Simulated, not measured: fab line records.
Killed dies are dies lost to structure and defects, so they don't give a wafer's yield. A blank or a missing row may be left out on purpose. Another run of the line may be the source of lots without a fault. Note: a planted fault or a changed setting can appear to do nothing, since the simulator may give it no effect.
fab line records	flow nand_harc
[record] lots = 12	wafers = 33	last_day = 33
route steps=1302 shown A_STAIRCASE@682 END@1302
lots that met no fault: from a run of the same line without faults
start_h: hours from the record's first day to the start of the lot's first wafer shown	wait_h: hours from the lot's prior step to this one	" repeats the value in the row above	L1.1+2: a row that stands for several wafers	- no value, or no start given	* or withheld: withheld	< > ~ a bound
route shown NAME@n: a module of which the file shows steps, and the number in the route of the first	usual: mean/standard deviation of fault-free wafers	same: alike in all rows	chamber/n: place in a boat	sites: per-site readings	_std_site: the standard deviation of these	_edge_site: the outer-site mean with the inner-site mean subtracted	radius_mm: how far each site lies from the wafer's centre	mask NAME#n: copy n	behind: the tool/chamber that last shaped the wafer	hold: the reason the lot was held/the length of the hold in hours/how it ended	device: the n, p or np transistor that did not switch	end of line: tests run on the same wafers once the route is complete	for a step that has no rows: nothing shown but its recipe	killed: at the first sort, the dies lost to defects and structure; wafer yield is something else	map: shows each die of a wafer: x if killed, . if not, _ if none is there
set.NAME: the setting as run; set.NAME@STEP: as run at that earlier step	model.NAME: the simulator's own value behind a step, which no gauge read
one table for each step of the route and one row for each wafer, over a sample of lots
services: from which hour (start_h, from the record's first day; less than 0 if before it) a tool's chamber was out of use, for how many hours, and why
[[steps]]
[step NHARC_A_STAIRCASE_ETCH_25]
[recipe] target_depth_a = 1000	time_s = 40.5	ion_energy_ev = 400	c4f8_flow_sccm = 20	o2_flow_sccm = 10	ar_flow_sccm = withheld	rf_w = 600	bias_w = 1000	chemistry = C4F8/O2
[usual] oes_product_au = 0.942/0.012	rf_fwd_power_W = 591/3.3	rf_vpp_V = 895/5.7
lot.wafer	tool	chamber	start_h	wait_h	oes_product_au	rf_fwd_power_W	rf_hours_counter_h	rf_vpp_V
L640.1	rie_diel-13	1	-	-	0.950	591	1	902
L640.5	"	3	"	"	0.950	595	-	888
L640.6	"	0	"	"	0.942	590	-	900
L641.4	rie_diel-03	0	-	-	0.949	591	26	888
L641.1	"	2	"	"	0.932	590	24	888
L641.5	"	0	"	"	0.948	591	-	887
L642.3	rie_diel-01	3	-	-	0.927	591	51	889
L642.4	"	0	"	"	0.942	584	48	900
L642.6	"	0	"	"	0.943	585	-	899
L643.6	rie_diel-13	2	-	-	0.950	595	-	902
L643.5	"	3	"	"	0.953	591	-	889
L643.4	"	1	"	"	0.951	588	-	901
L645.3	rie_diel-01	3	-	-	0.934	592	3	888
L645.4	"	1	"	"	0.958	593	4	901
L645.5	"	0	"	"	0.930	590	-	896
L647.4	rie_diel-13	1	-	-	0.941	589	17	899
L647.1	"	3	"	"	0.941	594	20	887
L647.6	"	2	"	"	0.940	593	-	903
L654.3	rie_diel-01	3	-	-	0.925	594	33	888
L654.1	"	1	"	"	0.932	594	36	898
L655.3	rie_diel-03	3	-	-	0.958	594	12	891
L655.2	"	0	"	"	0.939	591	14	905
L657.2	rie_diel-01	0	-	-	0.941	587	50	897
L657.1	"	1	"	"	0.956	594	46	899
L662.2	rie_diel-13	2	-	-	0.941	593	20	902
L662.1	"	3	"	"	0.939	592	18	888
L662.5	"	3	"	"	0.938	593	-	890
L661.3	rie_diel-01	2	-	-	0.968	585	2	894
L661.5	"	2	"	"	0.974	582	-	892
L661.6	"	3	"	"	0.958	594	-	889
L663.4	rie_diel-13	2	-	-	0.937	592	23	902
L663.3	"	0	"	"	0.953	593	22	898
L663.5	"	2	"	"	0.942	593	-	902
[step NHARC_A_STAIRCASE_TRIM_26]
[recipe] time_s = 211.2	o2_flow_sccm = 500	ar_flow_sccm = 0	bias_w = 0	chemistry = O2
[usual] drypump_motor_current_A = 5.8/0.35	oes_product_au = 0.997/0.011	rf_vpp_V = 57.9/0.91	showerhead_plenum_p_Torr = 3.51/0.15	throttle_valve_pct = 17.036/0.0091
lot.wafer	tool	chamber	start_h	wait_h	drypump_motor_current_A	oes_product_au	rf_hours_counter_h	rf_vpp_V	showerhead_plenum_p_Torr	throttle_valve_pct
L640.1	rie_diel-13	3	-	-	5.1	0.993	2	56.4	3.36	17.029
L640.6	"	2	"	"	6.1	1.002	-	57.6	3.74	17.023
L640.5	"	3	"	"	5.1	0.997	-	56.5	3.36	17.046
L641.4	rie_diel-03	1	-	-	5.7	1.023	20	56.7	3.57	17.030
L641.1	"	3	"	"	5.4	1.014	28	58.7	3.39	17.019
L641.5	"	2	"	"	6.2	1.007	-	57.0	3.36	17.034
L642.4	rie_diel-01	3	-	-	6.3	0.980	51	57.7	3.34	17.042
L642.3	"	0	"	"	6.0	1.004	48	58.4	3.58	17.028
L642.6	"	3	"	"	6.3	0.984	-	57.7	3.33	17.041
L643.6	rie_diel-13	1	-	-	5.6	1.012	-	58.4	3.65	17.044
L643.5	"	2	"	"	6.0	1.012	-	59.3	3.74	17.029
L643.4	"	3	"	"	5.1	0.995	-	57.0	3.35	17.035
L645.4	rie_diel-01	3	-	-	6.3	0.977	3	56.9	3.33	17.027
L645.3	"	0	"	"	6.0	0.982	3	58.5	3.57	17.040
L645.5	"	1	"	"	5.6	1.010	-	57.7	3.64	17.032
L647.4	rie_diel-13	1	-	-	5.6	0.995	17	58.0	3.65	17.027
L647.1	"	2	"	"	6.1	0.988	19	59.4	3.73	17.026
L647.6	"	1	"	"	5.5	0.999	-	58.5	3.65	17.033
L654.3	rie_diel-01	1	-	-	5.7	1.006	36	58.4	3.62	17.050
L654.1	"	0	"	"	6.0	0.990	39	57.7	3.55	17.018
L655.2	rie_diel-03	3	-	-	5.4	1.003	13	56.2	3.36	17.043
L655.3	"	1	"	"	5.7	0.990	13	58.9	3.54	17.031
L657.1	rie_diel-01	1	-	-	5.7	1.008	46	57.3	3.62	17.029
L657.2	"	2	"	"	5.9	0.996	41	57.1	3.45	17.045
L662.1	rie_diel-13	0	-	-	5.9	1.003	18	57.3	3.59	17.052
L662.2	"	1	"	"	5.6	0.999	19	58.7	3.62	17.049
L662.5	"	3	"	"	5.1	0.992	-	56.2	3.32	17.028
L661.3	rie_diel-01	2	-	-	6.0	0.999	2	58.1	3.44	17.042
L661.5	"	1	"	"	5.7	1.037	-	59.3	3.61	17.036
L661.6	"	2	"	"	6.0	1.008	-	57.6	3.44	17.034
L663.3	rie_diel-13	3	-	-	5.1	0.978	21	56.9	3.31	17.030
L663.4	"	0	"	"	5.9	0.997	22	59.3	3.59	17.037
L663.5	"	2	"	"	6.1	1.001	-	58.1	3.70	17.043
[step NHARC_A_STAIRCASE_ETCH_188]
[recipe] target_depth_a = 1000	time_s = 40.5	ion_energy_ev = 400	c4f8_flow_sccm = 20	o2_flow_sccm = 10	ar_flow_sccm = withheld	rf_w = 600	bias_w = 1000	chemistry = C4F8/O2
[usual] oes_product_au = 0.940/0.015	rf_fwd_power_W = 591.9/2.7	rf_vpp_V = 895/5.8
lot.wafer	tool	chamber	start_h	wait_h	oes_product_au	rf_fwd_power_W	rf_hours_counter_h	rf_vpp_V
L640.1	rie_diel-01	0	359.89	-	0.943	584.9	46	897
L640.6	"	3	"	"	0.961	591.9	-	888
L640.5	"	0	"	"	0.941	584.3	-	899
L641.4	rie_diel-03	0	364.72	-	0.963	588.5	27	888
L641.1	"	2	"	"	0.943	591.1	24	889
L641.5	"	0	"	"	0.956	590.7	-	887
L642.4	rie_diel-01	2	368.73	-	0.945	586.7	52	894
L642.3	"	1	"	"	0.945	591.5	54	901
L642.6	"	2	"	"	0.934	586.0	-	894
L643.4	rie_diel-13	3	408.56	-	0.938	593.4	-	889
L643.5	"	1	"	"	0.957	589.6	-	900
L643.6	"	2	"	"	0.946	593.2	-	903
L645.3	rie_diel-03	1	412.43	-	0.943	595.1	37	898
L645.4	"	3	"	"	0.943	595.1	44	892
L645.5	"	2	"	"	0.934	592.4	-	888
L647.4	rie_diel-03	2	424.51	-	0.943	591.3	44	889
L647.1	"	3	"	"	0.966	597.1	47	891
L647.6	"	3	"	"	0.958	594.8	-	890
L654.3	rie_diel-03	1	502.55	-	0.928	594.7	11	895
L654.1	"	0	"	"	1.099	592.6	13	906
L655.3	rie_diel-03	2	506.78	-	0.937	588.9	11	889
L655.2	"	1	"	"	1.120	589.4	13	896
L657.1	rie_diel-03	1	532.17	-	1.132	590.8	25	896
L657.2	"	3	"	"	1.125	598.6	28	889
L662.2	rie_diel-13	0	583.59	-	0.938	593.0	19	898
L662.1	"	1	"	"	0.927	585.8	19	899
L662.5	"	2	"	"	0.943	593.0	-	904
L661.3	rie_diel-03	0	587.75	-	0.941	593.0	44	904
L661.5	"	3	"	"	0.950	598.3	-	889
L661.6	"	0	"	"	0.938	590.2	-	905
L663.4	rie_diel-13	0	597.41	-	0.929	592.5	22	898
L663.3	"	2	"	"	0.956	591.3	24	902
L663.5	"	0	"	"	0.940	592.9	-	898
[step NHARC_A_STAIRCASE_TRIM_196]
[recipe] time_s = 211.2	o2_flow_sccm = 500	ar_flow_sccm = 0	bias_w = 0	chemistry = O2
[usual] drypump_motor_current_A = 5.8/0.36	oes_product_au = 0.997/0.012	rf_vpp_V = 57.8/0.92	showerhead_plenum_p_Torr = 3.52/0.16	throttle_valve_pct = 17.036/0.0098
lot.wafer	tool	chamber	start_h	wait_h	drypump_motor_current_A	oes_product_au	rf_hours_counter_h	rf_vpp_V	showerhead_plenum_p_Torr	throttle_valve_pct
L640.1	rie_diel-13	1	360.82	0.1	5.6	0.994	2	57.0	3.66	17.017
L640.6	"	2	"	"	6.0	1.000	-	56.5	3.74	17.055
L640.5	"	3	"	"	5.1	0.974	-	57.7	3.36	17.049
L641.4	rie_diel-03	2	365.58	0.1	6.2	1.011	25	57.6	3.36	17.022
L641.1	"	0	"	"	6.2	0.991	27	57.8	3.29	17.039
L641.5	"	3	"	"	5.4	1.023	-	56.2	3.39	17.037
L642.4	rie_diel-01	2	369.75	0.1	5.9	1.011	52	57.9	3.47	17.043
L642.3	"	0	"	"	5.9	0.993	49	58.4	3.58	17.029
L642.6	"	2	"	"	6.0	1.005	-	58.5	3.47	17.033
L643.4	rie_diel-13	2	409.67	0.2	6.1	0.997	-	58.0	3.74	17.029
L643.6	"	3	"	"	5.1	0.997	-	58.8	3.35	17.039
L643.5	"	1	"	"	5.6	1.015	-	56.3	3.65	17.023
L645.4	rie_diel-01	0	413.50	0.2	5.9	0.983	8	57.3	3.57	17.032
L645.3	"	1	"	"	5.7	1.008	7	58.6	3.64	17.048
L645.5	"	0	"	"	5.9	0.982	-	57.0	3.57	17.034
L647.4	rie_diel-03	3	425.38	0.1	5.4	1.014	47	56.5	3.38	17.030
L647.1	"	0	"	"	6.2	1.009	44	57.7	3.28	17.046
L647.6	"	0	"	"	6.2	1.007	-	57.1	3.28	17.040
L654.1	rie_diel-13	1	504.02	0.1	5.6	0.991	44	59.2	3.63	17.035
L654.3	"	0	"	"	5.9	0.979	44	57.6	3.61	17.045
L655.3	rie_diel-03	1	507.67	0.1	5.7	1.003	14	57.6	3.54	17.027
L655.2	"	2	"	"	6.2	1.008	12	58.1	3.33	17.036
L657.1	rie_diel-13	3	533.04	0.1	5.1	0.992	0	57.8	3.33	17.031
L657.2	"	0	"	"	5.9	0.983	1	57.7	3.60	17.045
L662.1	rie_diel-13	2	584.45	0.1	6.1	1.001	20	58.7	3.70	17.023
L662.2	"	3	"	"	5.1	0.996	19	56.7	3.32	17.040
L662.5	"	3	"	"	5.1	0.995	-	56.6	3.32	17.026
L661.3	rie_diel-13	0	588.69	0.1	5.9	0.992	20	56.9	3.59	17.057
L661.5	"	2	"	"	6.1	0.996	-	59.6	3.70	17.015
L661.6	"	3	"	"	5.1	0.981	-	58.4	3.32	17.051
L663.4	rie_diel-01	0	598.30	0.1	5.9	0.988	12	58.9	3.54	17.031
L663.3	"	2	"	"	6.0	1.010	6	57.4	3.44	17.057
L663.5	"	3	"	"	6.3	1.008	-	56.8	3.30	17.025
[step NHARC_END_SORT_01]
[recipe] temp_c = 25
[usual] killed_at_array = 54/21	killed_at_other = 0.9/1.1	killed_at_periphery = 3.5/2.5	killed_dies = 58/21	killed_open = 3.3/1.9	killed_short = 2.6/1.8
[same] gross_dies = 677
lot.wafer	tool	chamber	start_h	wait_h	killed_at_array	killed_at_other	killed_at_periphery	killed_dies	killed_open	killed_short
L654.1	prober-02	0	705.47	2.5	673	2	2	677	3	6
L654.3	prober-02	0	707.06	3.1	55	2	3	60	3	3
L655.2	prober-01	0	714.07	2.8	667	0	10	677	4	0
L655.3	prober-01	0	714.86	3.1	24	0	8	32	3	2
L657.1	prober-01	0	742.94	2.5	668	1	3	672	2	4
L657.2	prober-01	0	743.73	2.8	673	0	4	677	3	3
// killed by level:class
L654.1 A_STAIRCASE:area_etch=615 A_CHANNEL_HOLE_D1:chamber_film_flake=32 A_SLIT:chamber_film_flake=6 A_CONTACT:chamber_film_flake=6 A_CHANNEL_FILL_D1:geometric_particle:short=2 A_STAIRCASE:chamber_film_flake=2 A_WL_FILL:chamber_film_flake=2 THIN_TSV:chamber_film_flake=2
L654.3 A_CHANNEL_HOLE_D1:chamber_film_flake=38 A_SLIT:chamber_film_flake=4 A_STAIRCASE:chamber_film_flake=4 A_CHANNEL_FILL_D2:chamber_film_flake=2 A_CONTACT:chamber_film_flake=2 P_CONTACT:geometric_particle:short=1 P_CONTACT:geometric_particle:open=1 A_ONON_D1:geometric_particle:open=1
L655.2 A_STAIRCASE:area_etch=621 A_SLIT:chamber_film_flake=26 A_CHANNEL_HOLE_D2:chamber_film_flake=12 P_ZERO_WELL:chamber_film_flake=4 A_CHANNEL_HOLE_D1:chamber_film_flake=2 P_BONDPAD:chamber_film_flake=2 A_CHANNEL_FILL_D2:chamber_film_flake=2 A_CONTACT:chamber_film_flake=2
L655.3 A_SLIT:chamber_film_flake=12 A_CHANNEL_HOLE_D1:chamber_film_flake=4 A_CHANNEL_HOLE_D2:chamber_film_flake=4 P_GATE:chamber_film_flake=3 P_BONDPAD:chamber_film_flake=3 P_CONTACT:geometric_particle:open=1 P_M0:geometric_particle:open=1 A_CHANNEL_FILL_D2:geometric_particle:short=1
L657.1 A_STAIRCASE:area_etch=600 A_CHANNEL_HOLE_D1:chamber_film_flake=31 A_SLIT:chamber_film_flake=19 A_CHANNEL_HOLE_D2:chamber_film_flake=7 A_STAIRCASE:chamber_film_flake=3 P_M0:geometric_particle:short=2 A_CONTACT:chamber_film_flake=2 A_ONON_D1:geometric_particle:short=1
L657.2 A_STAIRCASE:area_etch=587 A_CHANNEL_HOLE_D1:chamber_film_flake=37 A_SLIT:chamber_film_flake=28 A_CHANNEL_HOLE_D2:chamber_film_flake=8 A_CONTACT:chamber_film_flake=4 P_GATE:chamber_film_flake=3 A_STAIRCASE:chamber_film_flake=3 P_M0:geometric_particle:short=1
[[services]]
tool	chamber	start_h	hours	kind
rie_diel-03	1	336.74	2.4	repair
rie_diel-03	-	339.64	0.6	repair
rie_diel-13	-	343.02	9.0	pm
rie_diel-13	0	343.02	9.0	vent_cycle
rie_diel-13	1	343.02	9.0	vent_cycle
rie_diel-13	2	343.02	9.0	vent_cycle
rie_diel-13	3	343.02	9.0	vent_cycle
rie_diel-13	0	352.02	-	clean
rie_diel-13	1	352.02	-	clean
rie_diel-13	2	352.02	-	clean
rie_diel-13	3	352.02	-	clean
rie_diel-13	0	376.52	-	clean
rie_diel-01	-	380.82	9.0	pm
rie_diel-01	-	396.72	0.4	repair
rie_diel-13	0	401.64	10.6	repair
rie_diel-03	-	461.71	9.0	pm
rie_diel-13	1	485.28	3.4	repair
rie_diel-13	3	517.00	2.9	repair
rie_diel-13	2	518.14	4.1	repair
rie_diel-13	-	520.08	9.0	pm
rie_diel-01	-	557.83	9.0	pm
rie_diel-03	2	563.07	2.6	repair
rie_diel-01	2	573.91	10.4	repair
rie_diel-13	-	586.75	0.2	repair
[[key]]
[first_sign] step = NHARC_A_STAIRCASE_ETCH_188	reading = oes_product_au	direction = up	sigmas = 12	usual = 0.940	struck = 1.119
[effect] step = NHARC_END_SORT_01	reading = killed_dies	direction = up	sigmas = 29	usual = 58	struck = 676
[more_kills_born_at] NHARC_A_STAIRCASE_ETCH_188@rie_diel-03 = 2423
met_at NHARC_A_STAIRCASE_ETCH_188
struck_lots L654,L655,L657
struck_wafers L654.1,L655.2,L657.1,L657.2
later_rows_left_out L654.1,L655.2,L657.1,L657.2
tester_left_out L654,L655,L657
not_acting_at NHARC_A_STAIRCASE_ETCH_25,NHARC_A_STAIRCASE_TRIM_26,NHARC_A_STAIRCASE_TRIM_196
onset_between 424.51 502.55
[fault] kind = process_parameter_drift	tool = rie_diel-03	chamber = -	onset_h = 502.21	steps = NHARC_A_STAIRCASE_ETCH_188	channel = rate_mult	offset = 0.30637	shape = step	end_h = 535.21	scope = struck_wafers_only
// tester_left_out: of these lots the tester's yield and bins aren't shown, on N5 and GAA mostly nor the transistor test; their killed dies are dies lost to structure and defects alone, not to doping, threshold or leakage, so they don't give the yield
// later_rows_left_out: the simulator's readings of these wafers behind a module that went badly wrong aren't trusted and aren't shown, but for the sort
